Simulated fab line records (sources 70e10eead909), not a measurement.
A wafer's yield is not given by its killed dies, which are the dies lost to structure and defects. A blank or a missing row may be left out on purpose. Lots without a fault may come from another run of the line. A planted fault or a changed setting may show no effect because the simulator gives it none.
A lot that was struck, set against a sound lot | flow nand harc | 26 steps out of a route of 1159
Sound: wafers L746.2, L746.4, L746.5. The struck wafers were L751.2, L751.3, L751.5. The cause is named last.
At each step with rows: each side's tool, then ch and its chambers, then its first start. Under that, the readings that differ: sound wafers | struck wafers | difference of the means | sigmas: that difference in standard deviations of wafers without a fault.
alike: words and numbers the same on both sides, and readings whose means are apart by under 2 such deviations; not compared: readings that were withheld, readings missing a value for some wafer, numbers with overlapping values and no deviation given by the record, and bounds like >300 which may hide the same value.
A row with sigmas, a row that says differs or no value, or rows on one side alone: a step with any of these is where the two part. Numbers that have no deviation but don't overlap get no sigmas and don't part them. A reading missing from all wafers of one side parts the sides only when that side holds two or more wafers.

NHARC_P_CONTACT_DEP_30: deposits SiNx, target thk 30 nm.
  sound on pecvd-04 ch 0,1,2, day 5 16:26; struck on pecvd-02 ch 1,2, day 6 21:41
  alike: heater power w
NHARC_P_CONTACT_DEP_00: deposits SiO2, target thk 500 nm.
  sound on pecvd-04 ch 0,1,2; struck on pecvd-02 ch 1,2
  reading                | sound          | struck         | difference | sigmas
  throttle valve pct (%) | 16.0 15.3 15.8 | 17.2 17.4 17.1 | +1.5       | +2
  alike: heater power w
then, 9 steps without rows for these wafers: NHARC_P_CONTACT_CMP_01 (polishes SiO2, target thk 200 nm); NHARC_P_CONTACT_SRD_03; NHARC_P_CONTACT_DEHYDRATE_04 (time 120 s); NHARC_P_CONTACT_HMDS_05 (time 30 s); NHARC_P_CONTACT_COAT_33 (time 75 s); NHARC_P_CONTACT_COAT_34 (time 65 s); NHARC_P_CONTACT_COAT_06 (resist thk 90 nm); NHARC_P_CONTACT_SOFTBAKE_07 (time 55 s); NHARC_P_CONTACT_EBR_08.
NHARC_P_CONTACT_EXPOSE_09: exposes mask P CA, target cd 90 nm.
  sound on arfi scanner-01 ch 0, day 5 17:46; struck on arfi scanner-01 ch 0, day 6 23:04
  reading | sound                | struck                        | difference | sigmas
  mask    | P_CA#0 P_CA#0 P_CA#0 | P_CA_R1#0 P_CA_R1#0 P_CA_R1#0 | differs    |
  alike: exposure dose mJ cm2, stage vel mm s
then, 2 steps without rows for these wafers: NHARC_P_CONTACT_PEB_10 (peb time 65 s); NHARC_P_CONTACT_DEVELOP_11 (develop time 35 s).
NHARC_P_CONTACT_CD_MEAS_12: target cd 90 nm.
  sound on cd sem-02 ch 0, day 5 17:54; struck on cd sem-01 ch 0, day 6 23:13
  reading    | sound          | struck         | difference | sigmas
  cd nm (nm) | 90.4 89.5 89.8 | 83.7 83.8 83.1 | -6.4       | -10
NHARC_P_CONTACT_OVL_MEAS_13:
  struck on overlay-02, day 6 23:18; sound on overlay-01, day 5 17:59
  alike: overlay x nm, overlay y nm
NHARC_P_CONTACT_INSPECT_14:
  struck on defect inspect-02, day 6 23:20; sound on defect inspect-01, day 5 18:01
  alike: raw defect count
NHARC_P_CONTACT_DESCUM_17: chemistry O2, time 3 s.
  sound on rie diel-02 ch 0,2,3, day 5 18:05; struck on rie diel-02 ch 0,1, day 6 23:23
  reading                    | sound             | struck           | difference | sigmas
  model.P_CONTACT.cd nm (nm) | 90.82 89.48 89.41 | 84.17 83.16 82.6 | -6.59      |
  alike: drypump motor current A, oes product au, rf vpp V, showerhead plenum p Torr, throttle valve pct
  not compared: rf hours counter h
NHARC_P_CONTACT_ETCH_35: etches the open film in CF4, target depth 39 nm, time 65 s.
  sound on rie diel-02 ch 1,3, day 5 18:10; struck on rie diel-02 ch 1,2, day 6 23:30
  alike: drypump motor current A, oes product au, rf vpp V, showerhead plenum p Torr, throttle valve pct
  not compared: rf hours counter h
NHARC_P_CONTACT_ETCH_36: etches the open film in N2/H2, target depth 260 nm, time 406.25 s.
  sound on rie diel-02 ch 2,3; struck on rie diel-02 ch 0,2
  alike: drypump motor current A, oes product au, rf vpp V, showerhead plenum p Torr, throttle valve pct
  not compared: rf hours counter h
NHARC_P_CONTACT_ETCH_18: etches the open film in C4F8/O2/Ar, target depth 481 nm, time 240.5 s.
  sound on rie diel-02 ch 0,2,3; struck on rie diel-02 ch 0,2
  alike: oes product au, rf vpp V
  not compared: rf hours counter h
then, 1 step without rows for these wafers: NHARC_P_CONTACT_STRIP_37 (strips in C4F8/O2/Ar).
NHARC_P_CONTACT_ETCH_31: etches the open film in CH3F/O2, target depth 30 nm, time 85.7 s.
  sound on rie diel-02 ch 1,2,3; struck on rie diel-02 ch 0,1
  reading                    | sound            | struck           | difference | sigmas
  model.P_CONTACT.cd nm (nm) | 91.49 88.2 90.18 | 82.62 83.87 80.5 | -7.63      |
  alike: drypump motor current A, oes product au, rf vpp V, showerhead plenum p Torr, throttle valve pct
  not compared: rf hours counter h
NHARC_P_CONTACT_CD_MEAS_19:
  struck on cd sem-02, day 7 00:25; sound on cd sem-02, day 5 18:58
  reading    | sound          | struck         | difference | sigmas
  cd nm (nm) | 91.5 88.2 89.9 | 82.9 83.9 80.3 | -7.5       | -4
then, 1 step without rows for these wafers: NHARC_P_CONTACT_STRIP_28 (strips in O2).
-- record jumps: 14 days between struck wafers' starts before vs after; left off in module P_CONTACT, resumes in module END, first step shown is number 1159 of the route --
NHARC_END_SORT_01:
  the record has rows for the struck wafers here (prober-02 ch 0, day 20 20:11) and none for the sound ones

## WHERE THEY PART
First at NHARC_P_CONTACT_DEP_00; last, within this record, at NHARC_END_SORT_01.

WHY: what the simulator had put in
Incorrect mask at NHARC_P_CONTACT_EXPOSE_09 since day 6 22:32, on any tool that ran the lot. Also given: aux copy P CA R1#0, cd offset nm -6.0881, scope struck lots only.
